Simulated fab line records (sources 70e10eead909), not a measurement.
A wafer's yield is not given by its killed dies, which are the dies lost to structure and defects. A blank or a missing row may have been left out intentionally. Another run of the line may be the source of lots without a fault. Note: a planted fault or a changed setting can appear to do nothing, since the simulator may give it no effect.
Which tool was responsible? / flow nand harc / route of 1302 steps, sampled at 1 step: 7 lots, 21 wafers

WHAT EACH GAUGE READ, for each wafer
NHARC_A_ONON_D1_THK_MEAS_02: measures by ellipsometry.
lot=L248; measured=day 8 15:27; on=film metro-01; thk nm (nm)=981 981 983
lot=L250; measured=day 9 14:31; on=film metro-01; thk nm (nm)=998 998 997
lot=L252; measured=day 10 07:23; on=film metro-02; thk nm (nm)=1005 1005 1004
lot=L257; measured=day 12 04:53; on=film metro-02; thk nm (nm)=995 997 996
lot=L262; measured=day 14 15:40; on=film metro-02; thk nm (nm)=1004 1006 1006
lot=L263; measured=day 14 22:05; on=film metro-02; thk nm (nm)=993 994 993
lot=L267; measured=day 16 14:42; on=film metro-01; thk nm (nm)=993 994 993

WHICH TOOL RAN EACH LOT (tool, then ch and the chambers of the sampled wafers, then the start)
The record holds no process step before these readings.

THE ANSWER, worked out from the rows above alone
Rule: the usual values come from the lots themselves. The widest of any qualifying gaps counts: lots, ordered by their means at a reading, are off when they make up no more than a third of the lots, leave a main group of 4 or more, and stand apart from it by 3 or more times the standard deviation of that group's means. If all means in a main group match to the digits the tables above print for the reading, that group is not used. A lot without any number at a reading at which 4 lots or more have one is off too. Any other lot the step has rows for is counted as sound.
Across all readings shown, no lot is off: no conclusion can be drawn from this.

WHAT HAD BEEN PUT IN BY THE SIMULATOR
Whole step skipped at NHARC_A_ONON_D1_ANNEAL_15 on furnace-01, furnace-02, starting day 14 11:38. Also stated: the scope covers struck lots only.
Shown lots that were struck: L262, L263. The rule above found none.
